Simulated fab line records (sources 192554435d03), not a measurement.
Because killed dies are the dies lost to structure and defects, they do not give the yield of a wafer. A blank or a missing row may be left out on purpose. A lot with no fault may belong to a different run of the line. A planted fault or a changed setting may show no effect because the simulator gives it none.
fab line records / flow n5_finfet / part 2 of 2: steps 25 to 30 of 30
record lots=5 wafers=15 last_day=17
route steps=1938 shown BEOL_M9@1413
lots untouched by any fault: they come from a run of this same line in which no faults occurred
start_h: hours from the record's first day to the start of the lot's first wafer shown / wait_h: hours elapsed since this lot's preceding step / " unchanged from the row above / L1.1+2: a row that stands for several wafers / - no value, or no start was given / * or withheld: withheld / < > ~ a bound
route shown NAME@n: a module of which the file shows steps, and the number in the route of the first / usual: mean and standard deviation over wafers with no fault / same: alike in all rows / chamber/n: place in a boat / sites: per-site readings / _std_site: standard deviation across them / _edge_site: inner sites' mean taken away from outer sites' mean / radius_mm: how far each site lies from the wafer's centre / mask NAME#n: copy n / behind: tool/chamber where the wafer was last shaped / hold: reason for holding the lot/hours on hold/outcome of the hold / device: names the non-switching transistor (n, p or np) / end of line: the tests these same wafers got at the end of their route / where a step has no rows: the recipe by itself / killed: dies that structure and defects cost at the first sort, which is not the same as the wafer's yield / map: shows each die of a wafer: x if killed, . if not, _ if none is there
set.NAME: the setting the step ran with; set.NAME@STEP: the setting that earlier step ran with / model.NAME: the simulator's own value behind a step, which no gauge read
lots at some steps of the route; a table a step, a row a wafer
services: when a tool's chamber went out of use (start_h, in hours from the record's first day, below 0 if earlier), for how many hours, and the reason
## steps
# step N5_BEOL_M9_DESCUM_33
# recipe chemistry=O2 time_s=7 source_power_w=50 bias_power_w=20 pressure_mtorr=20 rf_frequency_hz=2.712e+07 temp_c=40 resist=CAR-EUV o2_flow_sccm=225
# usual drypump_motor_current_A=5.9/0.36 oes_product_au=0.78/0.076 rf_vpp_V=242.7/1.6 showerhead_plenum_p_Torr=2.06/0.085 temp_c=40.01/0.11 throttle_valve_pct=20.4/0.37
lot.wafer=L076.2 tool=rie_diel-02 chamber=1 start_h=226.00 wait_h=1.1 drypump_motor_current_A=6.0 oes_product_au=0.68 rf_hours_counter_h=211 rf_vpp_V=241.5 showerhead_plenum_p_Torr=2.00 temp_c=39.87 throttle_valve_pct=20.6
lot.wafer=L076.3 tool=rie_diel-02 chamber=3 start_h=226.00 wait_h=1.1 drypump_motor_current_A=6.2 oes_product_au=0.82 rf_hours_counter_h=88 rf_vpp_V=241.3 showerhead_plenum_p_Torr=2.00 temp_c=39.92 throttle_valve_pct=20.1
lot.wafer=L076.5 tool=rie_diel-02 chamber=2 start_h=226.00 wait_h=1.1 drypump_motor_current_A=5.7 oes_product_au=0.83 rf_hours_counter_h=- rf_vpp_V=245.0 showerhead_plenum_p_Torr=2.18 temp_c=39.96 throttle_valve_pct=20.4
lot.wafer=L084.3 tool=rie_diel-06 chamber=0 start_h=272.24 wait_h=1.5 drypump_motor_current_A=6.3 oes_product_au=0.84 rf_hours_counter_h=77 rf_vpp_V=243.2 showerhead_plenum_p_Torr=2.13 temp_c=40.04 throttle_valve_pct=20.6
lot.wafer=L084.4 tool=rie_diel-06 chamber=3 start_h=272.24 wait_h=1.5 drypump_motor_current_A=6.5 oes_product_au=0.87 rf_hours_counter_h=40 rf_vpp_V=242.3 showerhead_plenum_p_Torr=2.06 temp_c=39.94 throttle_valve_pct=20.0
lot.wafer=L084.6 tool=rie_diel-06 chamber=1 start_h=272.24 wait_h=1.5 drypump_motor_current_A=5.8 oes_product_au=0.70 rf_hours_counter_h=- rf_vpp_V=241.6 showerhead_plenum_p_Torr=1.97 temp_c=40.11 throttle_valve_pct=20.8
lot.wafer=L088.2 tool=rie_diel-06 chamber=1 start_h=307.76 wait_h=0.1 drypump_motor_current_A=5.7 oes_product_au=1.02 rf_hours_counter_h=1 rf_vpp_V=244.6 showerhead_plenum_p_Torr=2.24 temp_c=40.15 throttle_valve_pct=20.3
lot.wafer=L088.3 tool=rie_diel-06 chamber=3 start_h=307.76 wait_h=0.1 drypump_motor_current_A=6.5 oes_product_au=0.85 rf_hours_counter_h=54 rf_vpp_V=242.6 showerhead_plenum_p_Torr=2.05 temp_c=40.07 throttle_valve_pct=20.1
lot.wafer=L088.6 tool=rie_diel-06 chamber=1 start_h=307.76 wait_h=0.1 drypump_motor_current_A=5.7 oes_product_au=1.03 rf_hours_counter_h=- rf_vpp_V=246.5 showerhead_plenum_p_Torr=2.24 temp_c=40.05 throttle_valve_pct=20.3
lot.wafer=L093.1 tool=rie_diel-02 chamber=1 start_h=335.54 wait_h=0.1 drypump_motor_current_A=6.0 oes_product_au=0.66 rf_hours_counter_h=249 rf_vpp_V=242.2 showerhead_plenum_p_Torr=1.99 temp_c=39.87 throttle_valve_pct=20.7
lot.wafer=L093.4 tool=rie_diel-02 chamber=0 start_h=335.54 wait_h=0.1 drypump_motor_current_A=5.3 oes_product_au=0.71 rf_hours_counter_h=201 rf_vpp_V=243.2 showerhead_plenum_p_Torr=2.08 temp_c=39.92 throttle_valve_pct=20.6
lot.wafer=L093.6 tool=rie_diel-02 chamber=1 start_h=335.54 wait_h=0.1 drypump_motor_current_A=6.0 oes_product_au=0.65 rf_hours_counter_h=- rf_vpp_V=240.8 showerhead_plenum_p_Torr=1.99 temp_c=39.78 throttle_valve_pct=20.7
lot.wafer=L096.1 tool=rie_diel-05 chamber=2 start_h=345.55 wait_h=0.0 drypump_motor_current_A=6.0 oes_product_au=0.71 rf_hours_counter_h=186 rf_vpp_V=239.8 showerhead_plenum_p_Torr=1.91 temp_c=39.85 throttle_valve_pct=20.1
lot.wafer=L096.4 tool=rie_diel-05 chamber=0 start_h=345.55 wait_h=0.0 drypump_motor_current_A=5.5 oes_product_au=0.82 rf_hours_counter_h=- rf_vpp_V=241.5 showerhead_plenum_p_Torr=2.03 temp_c=40.07 throttle_valve_pct=20.1
lot.wafer=L096.6 tool=rie_diel-05 chamber=3 start_h=345.55 wait_h=0.0 drypump_motor_current_A=5.9 oes_product_au=0.74 rf_hours_counter_h=- rf_vpp_V=243.9 showerhead_plenum_p_Torr=2.14 temp_c=39.92 throttle_valve_pct=20.7
# step N5_BEOL_M9_ETCH_76
# recipe chemistry=N2/H2 target=underlayer target_depth_a=65 mask_material=CAR-EUV time_s=5.2 ion_energy_ev=200 pressure_mtorr=30 source_w=840 bias_w=150 n2_flow_sccm=200 h2_flow_sccm=200 ends=cleared
# usual drypump_motor_current_A=5.9/0.36 etch_rf_on_time_s=5.16/0.23 oes_product_au=0.66/0.067 rf_vpp_V=523/3.2 showerhead_plenum_p_Torr=2.50/0.12 throttle_valve_pct=17.8/0.32
lot.wafer=L076.2 tool=rie_diel-02 chamber=1 start_h=226.03 wait_h=0.0 drypump_motor_current_A=6.0 etch_rf_on_time_s=4.99 oes_product_au=0.60 rf_hours_counter_h=211 rf_vpp_V=519 showerhead_plenum_p_Torr=2.38 throttle_valve_pct=17.8
lot.wafer=L076.3 tool=rie_diel-02 chamber=3 start_h=226.03 wait_h=0.0 drypump_motor_current_A=6.2 etch_rf_on_time_s=4.95 oes_product_au=0.71 rf_hours_counter_h=88 rf_vpp_V=521 showerhead_plenum_p_Torr=2.44 throttle_valve_pct=17.6
lot.wafer=L076.5 tool=rie_diel-02 chamber=2 start_h=226.03 wait_h=0.0 drypump_motor_current_A=5.7 etch_rf_on_time_s=5.27 oes_product_au=0.69 rf_hours_counter_h=- rf_vpp_V=527 showerhead_plenum_p_Torr=2.70 throttle_valve_pct=18.0
lot.wafer=L084.3 tool=rie_diel-06 chamber=0 start_h=272.27 wait_h=0.0 drypump_motor_current_A=6.3 etch_rf_on_time_s=5.56 oes_product_au=0.69 rf_hours_counter_h=77 rf_vpp_V=524 showerhead_plenum_p_Torr=2.57 throttle_valve_pct=17.9
lot.wafer=L084.4 tool=rie_diel-06 chamber=3 start_h=272.27 wait_h=0.0 drypump_motor_current_A=6.4 etch_rf_on_time_s=4.99 oes_product_au=0.77 rf_hours_counter_h=40 rf_vpp_V=522 showerhead_plenum_p_Torr=2.49 throttle_valve_pct=17.4
lot.wafer=L084.6 tool=rie_diel-06 chamber=1 start_h=272.27 wait_h=0.0 drypump_motor_current_A=5.7 etch_rf_on_time_s=5.29 oes_product_au=0.59 rf_hours_counter_h=- rf_vpp_V=519 showerhead_plenum_p_Torr=2.40 throttle_valve_pct=18.2
lot.wafer=L088.2 tool=rie_diel-06 chamber=1 start_h=307.79 wait_h=0.0 drypump_motor_current_A=5.8 etch_rf_on_time_s=5.12 oes_product_au=0.85 rf_hours_counter_h=1 rf_vpp_V=528 showerhead_plenum_p_Torr=2.71 throttle_valve_pct=17.7
lot.wafer=L088.3 tool=rie_diel-06 chamber=3 start_h=307.79 wait_h=0.0 drypump_motor_current_A=6.5 etch_rf_on_time_s=4.96 oes_product_au=0.76 rf_hours_counter_h=54 rf_vpp_V=522 showerhead_plenum_p_Torr=2.48 throttle_valve_pct=17.4
lot.wafer=L088.6 tool=rie_diel-06 chamber=1 start_h=307.79 wait_h=0.0 drypump_motor_current_A=5.8 etch_rf_on_time_s=5.11 oes_product_au=0.85 rf_hours_counter_h=- rf_vpp_V=526 showerhead_plenum_p_Torr=2.71 throttle_valve_pct=17.6
lot.wafer=L093.1 tool=rie_diel-02 chamber=1 start_h=335.58 wait_h=0.0 drypump_motor_current_A=6.0 etch_rf_on_time_s=4.97 oes_product_au=0.58 rf_hours_counter_h=249 rf_vpp_V=519 showerhead_plenum_p_Torr=2.36 throttle_valve_pct=17.8
lot.wafer=L093.4 tool=rie_diel-02 chamber=0 start_h=335.58 wait_h=0.0 drypump_motor_current_A=5.2 etch_rf_on_time_s=5.25 oes_product_au=0.61 rf_hours_counter_h=201 rf_vpp_V=523 showerhead_plenum_p_Torr=2.50 throttle_valve_pct=17.8
lot.wafer=L093.6 tool=rie_diel-02 chamber=1 start_h=335.58 wait_h=0.0 drypump_motor_current_A=6.0 etch_rf_on_time_s=4.99 oes_product_au=0.57 rf_hours_counter_h=- rf_vpp_V=519 showerhead_plenum_p_Torr=2.36 throttle_valve_pct=17.8
lot.wafer=L096.1 tool=rie_diel-05 chamber=2 start_h=345.58 wait_h=0.0 drypump_motor_current_A=6.0 etch_rf_on_time_s=5.18 oes_product_au=0.62 rf_hours_counter_h=186 rf_vpp_V=518 showerhead_plenum_p_Torr=2.33 throttle_valve_pct=17.7
lot.wafer=L096.4 tool=rie_diel-05 chamber=0 start_h=345.58 wait_h=0.0 drypump_motor_current_A=5.5 etch_rf_on_time_s=4.85 oes_product_au=0.73 rf_hours_counter_h=- rf_vpp_V=523 showerhead_plenum_p_Torr=2.45 throttle_valve_pct=17.4
lot.wafer=L096.6 tool=rie_diel-05 chamber=3 start_h=345.58 wait_h=0.0 drypump_motor_current_A=5.9 etch_rf_on_time_s=5.50 oes_product_au=0.60 rf_hours_counter_h=- rf_vpp_V=526 showerhead_plenum_p_Torr=2.63 throttle_valve_pct=18.2
# step N5_BEOL_M9_ETCH_65
# recipe chemistry=CF4 target=SiARC target_depth_a=156 mask_material=CAR-EUV time_s=26 ion_energy_ev=80 pressure_mtorr=40 source_w=545 bias_w=36 Ar_flow_sccm=100 cf4_flow_sccm=100 ends=cleared
# usual drypump_motor_current_A=5.9/0.36 etch_rf_on_time_s=25.7/1.2 oes_product_au=0.67/0.069 rf_vpp_V=183.6/1.4 showerhead_plenum_p_Torr=2.11/0.093 throttle_valve_pct=15.6/0.32
lot.wafer=L076.2 tool=rie_diel-02 chamber=1 start_h=226.05 wait_h=0.0 drypump_motor_current_A=6.0 etch_rf_on_time_s=24.8 oes_product_au=0.60 rf_hours_counter_h=211 rf_vpp_V=182.1 showerhead_plenum_p_Torr=2.03 throttle_valve_pct=15.7
lot.wafer=L076.3 tool=rie_diel-02 chamber=3 start_h=226.05 wait_h=0.0 drypump_motor_current_A=6.2 etch_rf_on_time_s=25.1 oes_product_au=0.71 rf_hours_counter_h=88 rf_vpp_V=184.3 showerhead_plenum_p_Torr=2.09 throttle_valve_pct=15.4
lot.wafer=L076.5 tool=rie_diel-02 chamber=2 start_h=226.05 wait_h=0.0 drypump_motor_current_A=5.6 etch_rf_on_time_s=26.1 oes_product_au=0.71 rf_hours_counter_h=- rf_vpp_V=185.4 showerhead_plenum_p_Torr=2.25 throttle_valve_pct=15.6
lot.wafer=L084.3 tool=rie_diel-06 chamber=0 start_h=272.29 wait_h=0.0 drypump_motor_current_A=6.3 etch_rf_on_time_s=26.9 oes_product_au=0.71 rf_hours_counter_h=77 rf_vpp_V=185.2 showerhead_plenum_p_Torr=2.15 throttle_valve_pct=15.5
lot.wafer=L084.4 tool=rie_diel-06 chamber=3 start_h=272.29 wait_h=0.0 drypump_motor_current_A=6.5 etch_rf_on_time_s=24.9 oes_product_au=0.77 rf_hours_counter_h=40 rf_vpp_V=183.6 showerhead_plenum_p_Torr=2.09 throttle_valve_pct=15.0
lot.wafer=L084.6 tool=rie_diel-06 chamber=1 start_h=272.29 wait_h=0.0 drypump_motor_current_A=5.7 etch_rf_on_time_s=26.1 oes_product_au=0.59 rf_hours_counter_h=- rf_vpp_V=181.2 showerhead_plenum_p_Torr=2.03 throttle_valve_pct=16.0
lot.wafer=L088.2 tool=rie_diel-06 chamber=1 start_h=307.81 wait_h=0.0 drypump_motor_current_A=5.7 etch_rf_on_time_s=25.6 oes_product_au=0.85 rf_hours_counter_h=1 rf_vpp_V=186.3 showerhead_plenum_p_Torr=2.28 throttle_valve_pct=15.5
lot.wafer=L088.3 tool=rie_diel-06 chamber=3 start_h=307.81 wait_h=0.0 drypump_motor_current_A=6.4 etch_rf_on_time_s=24.9 oes_product_au=0.75 rf_hours_counter_h=54 rf_vpp_V=184.0 showerhead_plenum_p_Torr=2.08 throttle_valve_pct=15.1
lot.wafer=L088.6 tool=rie_diel-06 chamber=1 start_h=307.81 wait_h=0.0 drypump_motor_current_A=5.8 etch_rf_on_time_s=25.8 oes_product_au=0.85 rf_hours_counter_h=- rf_vpp_V=185.5 showerhead_plenum_p_Torr=2.28 throttle_valve_pct=15.5
lot.wafer=L093.1 tool=rie_diel-02 chamber=1 start_h=335.59 wait_h=0.0 drypump_motor_current_A=6.0 etch_rf_on_time_s=24.5 oes_product_au=0.59 rf_hours_counter_h=249 rf_vpp_V=182.2 showerhead_plenum_p_Torr=2.02 throttle_valve_pct=15.7
lot.wafer=L093.4 tool=rie_diel-02 chamber=0 start_h=335.59 wait_h=0.0 drypump_motor_current_A=5.3 etch_rf_on_time_s=25.4 oes_product_au=0.63 rf_hours_counter_h=201 rf_vpp_V=184.0 showerhead_plenum_p_Torr=2.12 throttle_valve_pct=15.7
lot.wafer=L093.6 tool=rie_diel-02 chamber=1 start_h=335.59 wait_h=0.0 drypump_motor_current_A=6.0 etch_rf_on_time_s=24.7 oes_product_au=0.59 rf_hours_counter_h=- rf_vpp_V=183.0 showerhead_plenum_p_Torr=2.02 throttle_valve_pct=15.7
lot.wafer=L096.1 tool=rie_diel-05 chamber=2 start_h=345.60 wait_h=0.0 drypump_motor_current_A=6.0 etch_rf_on_time_s=26.2 oes_product_au=0.61 rf_hours_counter_h=186 rf_vpp_V=179.7 showerhead_plenum_p_Torr=1.96 throttle_valve_pct=15.4
lot.wafer=L096.4 tool=rie_diel-05 chamber=0 start_h=345.60 wait_h=0.0 drypump_motor_current_A=5.5 etch_rf_on_time_s=24.3 oes_product_au=0.73 rf_hours_counter_h=- rf_vpp_V=182.6 showerhead_plenum_p_Torr=2.08 throttle_valve_pct=15.3
lot.wafer=L096.6 tool=rie_diel-05 chamber=3 start_h=345.60 wait_h=0.0 drypump_motor_current_A=6.0 etch_rf_on_time_s=27.9 oes_product_au=0.60 rf_hours_counter_h=- rf_vpp_V=183.0 showerhead_plenum_p_Torr=2.23 throttle_valve_pct=16.1
# step N5_BEOL_M9_ETCH_66
# recipe chemistry=N2/H2 target=SOC target_depth_a=800 overetch_a=160 mask_material=SiARC temp_c=40 time_s=120 ion_energy_ev=200 pressure_mtorr=30 source_w=840 bias_w=150 n2_flow_sccm=200 h2_flow_sccm=200
# usual drypump_motor_current_A=5.9/0.35 oes_product_au=0.59/0.057 rf_vpp_V=523/3.1 showerhead_plenum_p_Torr=2.50/0.12 temp_c=40.00/0.12 throttle_valve_pct=17.8/0.32
lot.wafer=L076.2 tool=rie_diel-02 chamber=1 start_h=226.08 wait_h=0.0 drypump_motor_current_A=6.0 oes_product_au=0.53 rf_hours_counter_h=211 rf_vpp_V=520 showerhead_plenum_p_Torr=2.38 temp_c=39.93 throttle_valve_pct=17.7
lot.wafer=L076.3 tool=rie_diel-02 chamber=3 start_h=226.08 wait_h=0.0 drypump_motor_current_A=6.2 oes_product_au=0.62 rf_hours_counter_h=88 rf_vpp_V=521 showerhead_plenum_p_Torr=2.44 temp_c=40.14 throttle_valve_pct=17.5
lot.wafer=L076.5 tool=rie_diel-02 chamber=2 start_h=226.08 wait_h=0.0 drypump_motor_current_A=5.7 oes_product_au=0.63 rf_hours_counter_h=- rf_vpp_V=528 showerhead_plenum_p_Torr=2.70 temp_c=39.95 throttle_valve_pct=18.0
lot.wafer=L084.3 tool=rie_diel-06 chamber=0 start_h=272.32 wait_h=0.0 drypump_motor_current_A=6.3 oes_product_au=0.65 rf_hours_counter_h=77 rf_vpp_V=524 showerhead_plenum_p_Torr=2.57 temp_c=39.89 throttle_valve_pct=17.8
lot.wafer=L084.4 tool=rie_diel-06 chamber=3 start_h=272.32 wait_h=0.0 drypump_motor_current_A=6.5 oes_product_au=0.68 rf_hours_counter_h=40 rf_vpp_V=521 showerhead_plenum_p_Torr=2.49 temp_c=39.93 throttle_valve_pct=17.3
lot.wafer=L084.6 tool=rie_diel-06 chamber=1 start_h=272.32 wait_h=0.0 drypump_motor_current_A=5.8 oes_product_au=0.53 rf_hours_counter_h=- rf_vpp_V=519 showerhead_plenum_p_Torr=2.40 temp_c=40.06 throttle_valve_pct=18.1
lot.wafer=L088.2 tool=rie_diel-06 chamber=1 start_h=307.84 wait_h=0.0 drypump_motor_current_A=5.7 oes_product_au=0.75 rf_hours_counter_h=1 rf_vpp_V=528 showerhead_plenum_p_Torr=2.71 temp_c=40.14 throttle_valve_pct=17.6
lot.wafer=L088.3 tool=rie_diel-06 chamber=3 start_h=307.84 wait_h=0.0 drypump_motor_current_A=6.5 oes_product_au=0.66 rf_hours_counter_h=55 rf_vpp_V=523 showerhead_plenum_p_Torr=2.48 temp_c=40.20 throttle_valve_pct=17.4
lot.wafer=L088.6 tool=rie_diel-06 chamber=1 start_h=307.84 wait_h=0.0 drypump_motor_current_A=5.7 oes_product_au=0.76 rf_hours_counter_h=- rf_vpp_V=529 showerhead_plenum_p_Torr=2.71 temp_c=40.13 throttle_valve_pct=17.6
lot.wafer=L093.1 tool=rie_diel-02 chamber=1 start_h=335.62 wait_h=0.0 drypump_motor_current_A=6.0 oes_product_au=0.51 rf_hours_counter_h=249 rf_vpp_V=520 showerhead_plenum_p_Torr=2.36 temp_c=40.09 throttle_valve_pct=17.8
lot.wafer=L093.4 tool=rie_diel-02 chamber=0 start_h=335.62 wait_h=0.0 drypump_motor_current_A=5.3 oes_product_au=0.54 rf_hours_counter_h=201 rf_vpp_V=523 showerhead_plenum_p_Torr=2.50 temp_c=40.00 throttle_valve_pct=17.7
lot.wafer=L093.6 tool=rie_diel-02 chamber=1 start_h=335.62 wait_h=0.0 drypump_motor_current_A=6.0 oes_product_au=0.51 rf_hours_counter_h=- rf_vpp_V=520 showerhead_plenum_p_Torr=2.36 temp_c=40.09 throttle_valve_pct=17.8
lot.wafer=L096.1 tool=rie_diel-05 chamber=2 start_h=345.63 wait_h=0.0 drypump_motor_current_A=6.0 oes_product_au=0.55 rf_hours_counter_h=186 rf_vpp_V=519 showerhead_plenum_p_Torr=2.33 temp_c=40.04 throttle_valve_pct=17.7
lot.wafer=L096.4 tool=rie_diel-05 chamber=0 start_h=345.63 wait_h=0.0 drypump_motor_current_A=5.5 oes_product_au=0.63 rf_hours_counter_h=- rf_vpp_V=521 showerhead_plenum_p_Torr=2.45 temp_c=39.90 throttle_valve_pct=17.4
lot.wafer=L096.6 tool=rie_diel-05 chamber=3 start_h=345.63 wait_h=0.0 drypump_motor_current_A=5.9 oes_product_au=0.56 rf_hours_counter_h=- rf_vpp_V=527 showerhead_plenum_p_Torr=2.63 temp_c=39.89 throttle_valve_pct=18.2
# step N5_BEOL_M9_STRIP_69
# recipe chemistry=N2/H2 temp_c=40 n2_flow_sccm=200 h2_flow_sccm=200 rf_frequency_hz=6e+07
lot.wafer=L076.2+3+5 tool=rie_diel-02 chamber=1,3,2 start_h=226.16 wait_h=0.0
lot.wafer=L084.3+4+6 tool=rie_diel-06 chamber=0,3,1 start_h=272.40 wait_h=0.0
lot.wafer=L088.2+3+6 tool=rie_diel-06 chamber=1,3,1 start_h=307.92 wait_h=0.0
lot.wafer=L093.1+4+6 tool=rie_diel-02 chamber=1,0,1 start_h=335.70 wait_h=0.0
lot.wafer=L096.1+4+6 tool=rie_diel-05 chamber=2,0,3 start_h=345.71 wait_h=0.0
# step N5_BEOL_M9_STRIP_77
# recipe chemistry=N2/H2 temp_c=40 n2_flow_sccm=200 h2_flow_sccm=200 rf_frequency_hz=6e+07
lot.wafer=L076.2+3+5 tool=rie_diel-02 chamber=1,3,2 start_h=226.17 wait_h=0.0
lot.wafer=L084.3+4+6 tool=rie_diel-06 chamber=0,3,1 start_h=272.41 wait_h=0.0
lot.wafer=L088.2+3+6 tool=rie_diel-06 chamber=1,3,1 start_h=307.93 wait_h=0.0
lot.wafer=L093.1+4+6 tool=rie_diel-02 chamber=1,0,1 start_h=335.71 wait_h=0.0
lot.wafer=L096.1+4+6 tool=rie_diel-05 chamber=2,0,3 start_h=345.72 wait_h=0.0
## services
tool=rie_metal-02 chamber=- start_h=212.04 hours=0.4 kind=repair
tool=euv_scanner-02 chamber=- start_h=228.99 hours=4.6 kind=pm
tool=rie_diel-02 chamber=2 start_h=230.43 hours=75.0 kind=repair
tool=euv_scanner-01 chamber=- start_h=233.52 hours=0.6 kind=repair
tool=euv_scanner-02 chamber=- start_h=234.16 hours=1.0 kind=pm
tool=rie_diel-02 chamber=- start_h=257.21 hours=15.6 kind=pm
tool=rie_diel-05 chamber=0 start_h=261.54 hours=19.9 kind=repair
tool=rie_diel-06 chamber=2 start_h=264.89 hours=6.7 kind=repair
tool=rie_diel-02 chamber=0 start_h=278.05 hours=4.4 kind=repair
tool=rie_metal-02 chamber=- start_h=286.09 hours=2.8 kind=pm
tool=rie_diel-06 chamber=1 start_h=287.76 hours=- kind=clean
tool=euv_scanner-02 chamber=- start_h=288.49 hours=1.0 kind=pm
tool=rie_diel-05 chamber=- start_h=298.29 hours=4.3 kind=pm
tool=rie_metal-03 chamber=1 start_h=301.29 hours=4.4 kind=repair
tool=rie_diel-06 chamber=2 start_h=307.35 hours=1.8 kind=repair
tool=euv_scanner-01 chamber=- start_h=308.98 hours=1.0 kind=pm
tool=rie_diel-06 chamber=2 start_h=309.34 hours=9.4 kind=repair
tool=euv_scanner-01 chamber=- start_h=310.44 hours=4.6 kind=pm
tool=rie_diel-05 chamber=1 start_h=325.31 hours=- kind=clean
tool=rie_diel-05 chamber=1 start_h=325.31 hours=- kind=consumable_replace:focus_ring
tool=rie_diel-05 chamber=1 start_h=325.31 hours=- kind=consumable_replace:showerhead
tool=rie_diel-05 chamber=1 start_h=325.31 hours=28.2 kind=scheduled_down
tool=rie_diel-05 chamber=1 start_h=325.31 hours=28.2 kind=vent_cycle
tool=euv_scanner-02 chamber=- start_h=344.64 hours=1.0 kind=pm
